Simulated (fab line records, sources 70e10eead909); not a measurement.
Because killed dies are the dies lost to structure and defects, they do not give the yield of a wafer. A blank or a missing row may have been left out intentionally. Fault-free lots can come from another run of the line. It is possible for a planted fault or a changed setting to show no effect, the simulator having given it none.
Which tool did it? | flow nandHarc | Sampling: 13 lots, 39 wafers, 5 of 1302 route steps

WHAT THE GAUGES SHOWED, per wafer
NHARC_END_SORT_01. Usual: killedAtArray 56, standard deviation 19; killedAtOther 0.8, standard deviation 1.1; killedAtPeriphery 3.4, standard deviation 2.5; killedDies 60, standard deviation 19; killedOpen 2.9, standard deviation 1.7; killedShort 2.4, standard deviation 1.6.
lot  | measured     | on        | killedAtArray | killedAtOther | killedAtPeriphery | killedDies | killedOpen | killedShort | flag
L990 | day 29 09:18 | prober-02 | 48 50 59      | 0 0 0         | 2 4 6             | 50 54 65   | 2 2 3      | 0 0 3       | 
L995 | day 31 10:25 | prober-02 | 32 24 29      | 0 0 1         | 2 2 4             | 34 26 34   | 1 3 7      | 5 1 4       | 

WHAT TOOL EACH LOT RAN ON (gives the tool, then ch and the chambers of the sampled wafers, and finally the start)
lot  | NHARC_P_GATE_DESCUM_61            | NHARC_P_GATE_STRIP_95               | NHARC_P_GATE_SPUTTER_78     | NHARC_P_GATE_RTA_82
L979 | rieDiel-06 ch 1,2, day 6 03:09    | plasmaAsher-01 ch 0,1, day 6 05:58  | pvdSputter-02, day 6 06:58  | rtpAnneal-02 ch 0, day 6 07:44
L980 | rieDiel-01 ch 0,1,3, day 6 08:09  | plasmaAsher-02 ch 0,1, day 6 10:58  | pvdSputter-03, day 6 11:58  | rtpAnneal-01 ch 0, day 6 12:47
L981 | rieDiel-06 ch 0,3, day 6 19:44    | plasmaAsher-01 ch 0,1, day 6 22:31  | pvdSputter-01, day 6 23:32  | rtpAnneal-01 ch 0, day 7 00:13
L982 | rieDiel-06 ch 2,3, day 7 07:13    | plasmaAsher-02 ch 0,1, day 7 10:04  | pvdSputter-02, day 7 11:01  | rtpAnneal-02 ch 0, day 7 11:45
L983 | rieDiel-01 ch 1,2, day 7 15:17    | plasmaAsher-02 ch 0, day 7 18:04    | pvdSputter-01, day 7 19:02  | rtpAnneal-02 ch 0, day 7 19:42
L984 | rieDiel-06 ch 2,3, day 8 04:25    | plasmaAsher-01 ch 0,1, day 8 07:06  | pvdSputter-02, day 8 08:04  | rtpAnneal-02 ch 0, day 8 08:46
L986 | rieDiel-06 ch 0,3, day 8 23:58    | plasmaAsher-01 ch 0,1, day 9 02:47  | pvdSputter-02, day 9 03:45  | rtpAnneal-02 ch 0, day 9 04:39
L990 | rieDiel-01 ch 0,2,3, day 10 17:47 | plasmaAsher-02 ch 0,1, day 10 20:32 | pvdSputter-01, day 10 21:30 | rtpAnneal-02 ch 0, day 10 22:26
L995 | rieDiel-01 ch 0,1,2, day 12 19:55 | plasmaAsher-01 ch 0,1, day 12 22:43 | pvdSputter-01, day 12 23:40 | rtpAnneal-02 ch 0, day 13 00:23
L998 | rieDiel-10 ch 0,1,2, day 14 02:23 | plasmaAsher-02 ch 0,1, day 14 05:04 | pvdSputter-01, day 14 06:01 | rtpAnneal-01 ch 0, day 14 06:46
L999 | rieDiel-01 ch 0,1,3, day 14 16:02 | plasmaAsher-01 ch 1, day 14 18:50   | pvdSputter-03, day 14 19:51 | rtpAnneal-01 ch 0, day 14 20:32
L100 | rieDiel-10 ch 2,3, day 15 00:40   | plasmaAsher-01 ch 0,1, day 15 03:23 | pvdSputter-03, day 15 04:24 | rtpAnneal-01 ch 0, day 15 05:06
L101 | rieDiel-01 ch 1,2,3, day 15 03:54 | plasmaAsher-01 ch 0,1, day 15 06:43 | pvdSputter-03, day 15 07:43 | rtpAnneal-01 ch 0, day 15 08:26
- NHARC_P_GATE_DESCUM_61: chemistry O2, time 3 s.
- NHARC_P_GATE_STRIP_95: strips in O2.
- NHARC_P_GATE_SPUTTER_78: material Ni, target thk 10 nm.
- NHARC_P_GATE_RTA_82: time 30 s.

AS READ BY THE TOOLS THEMSELVES (means over the sampled wafers that have a number; for cases with no such wafer, the mark the record gives instead)
NHARC_P_GATE_DESCUM_61. Usual: drypumpMotorCurrentA 5.8 A, standard deviation 0.43; oesProductAu 0.996 a.u., standard deviation 0.01; rfVppV 57.7 V, standard deviation 0.95; showerheadPlenumPTorr 1.90 Torr, standard deviation 0.086; throttleValvePct 11.312 %, standard deviation 0.0095.
lot  | tool       | drypumpMotorCurrentA (A) | oesProductAu (a.u.) | rfVppV (V) | showerheadPlenumPTorr (Torr) | throttleValvePct (%) | flag
L979 | rieDiel-06 | 5.9                      | 0.993               | 57.9       | 1.91                         | 11.310               | 
L980 | rieDiel-01 | 5.9                      | 1.002               | 58.6       | 1.97                         | 11.314               | 
L981 | rieDiel-06 | 5.5                      | 1.000               | 57.7       | 1.82                         | 11.308               | 
L982 | rieDiel-06 | 5.6                      | 0.980               | 57.7       | 1.90                         | 11.312               | 
L983 | rieDiel-01 | 6.2                      | 1.009               | 57.8       | 2.03                         | 11.321               | 
L984 | rieDiel-06 | 5.5                      | 0.996               | 57.0       | 1.84                         | 11.302               | 
L986 | rieDiel-06 | 5.6                      | 0.997               | 56.5       | 1.85                         | 11.317               | 
L990 | rieDiel-01 | 5.6                      | 0.997               | 58.5       | 1.95                         | 11.307               | 
L995 | rieDiel-01 | 6.1                      | 0.993               | 57.8       | 1.99                         | 11.314               | 
L998 | rieDiel-10 | 5.9                      | 0.995               | 57.8       | 1.86                         | 11.316               | 
L999 | rieDiel-01 | 5.9                      | 0.989               | 57.3       | 1.96                         | 11.312               | 
L100 | rieDiel-10 | 5.9                      | 1.006               | 57.9       | 1.96                         | 11.303               | 
L101 | rieDiel-01 | 5.7                      | 1.005               | 58.4       | 1.99                         | 11.319               | 

NHARC_P_GATE_STRIP_95. Usual: drypumpMotorCurrentA 5.8 A, standard deviation 0.41; heaterPowerW 327 W, standard deviation 25; tempC 250.01 C, standard deviation 0.21.
lot  | tool           | drypumpMotorCurrentA (A) | heaterPowerW (W) | tempC (C) | flag
L979 | plasmaAsher-01 | 5.4                      | 346              | 250.33    | 
L980 | plasmaAsher-02 | 6.1                      | 304              | 249.87    | 
L981 | plasmaAsher-01 | 5.4                      | 346              | 250.21    | 
L982 | plasmaAsher-02 | 6.1                      | 311              | 250.05    | 
L983 | plasmaAsher-02 | 6.0                      | 309              | 250.15    | 
L984 | plasmaAsher-01 | 5.4                      | 350              | 250.10    | 
L986 | plasmaAsher-01 | 5.6                      | 332              | 250.17    | 
L990 | plasmaAsher-02 | 6.1                      | 301              | 250.32    | 
L995 | plasmaAsher-01 | 5.4                      | 349              | 249.97    | 
L998 | plasmaAsher-02 | 6.2                      | 299              | 249.90    | 
L999 | plasmaAsher-01 | 5.2                      | 363              | 249.82    | 
L100 | plasmaAsher-01 | 5.6                      | 336              | 249.95    | 
L101 | plasmaAsher-01 | 5.6                      | 342              | 249.91    | 

NHARC_P_GATE_RTA_82. Usual: lampPowerPct 3.79 %, standard deviation 0.2; wafer_temp_C_max 452.7, standard deviation 0.73.
lot  | tool         | lampPowerPct (%) | wafer_temp_C_max | flag
L979 | rtpAnneal-02 | 3.59             | 452.2            | 
L980 | rtpAnneal-01 | 3.99             | 453.3            | 
L981 | rtpAnneal-01 | 3.99             | 452.7            | 
L982 | rtpAnneal-02 | 3.59             | 452.1            | 
L983 | rtpAnneal-02 | 3.59             | 451.8            | 
L984 | rtpAnneal-02 | 3.60             | 452.1            | 
L986 | rtpAnneal-02 | 3.60             | 452.3            | 
L990 | rtpAnneal-02 | 3.59             | 452.4            | 
L995 | rtpAnneal-02 | 3.59             | 452.0            | 
L998 | rtpAnneal-01 | 3.99             | 453.0            | 
L999 | rtpAnneal-01 | 3.99             | 453.1            | 
L100 | rtpAnneal-01 | 3.99             | 453.6            | 
L101 | rtpAnneal-01 | 3.99             | 453.7            | 

THE ANSWER, worked out from the rows above alone
Rule: lot off if the mean of its wafers having a number is beyond 3 standard deviations from the usual mean. Also off: a lot with no number at a reading for which 4 or more lots have one. Where the step has rows for the other lots, those lots are counted as sound. After the gauges, taken in route order, come the tools' own readings; for these a lot's mean is taken, as printed above. At the first step where some lot is off, the reading lying furthest off is the one used; lots without a number count as furthest.
No lot is off at any reading shown: from this, nothing can be told.

WHAT HAD BEEN PUT IN BY THE SIMULATOR
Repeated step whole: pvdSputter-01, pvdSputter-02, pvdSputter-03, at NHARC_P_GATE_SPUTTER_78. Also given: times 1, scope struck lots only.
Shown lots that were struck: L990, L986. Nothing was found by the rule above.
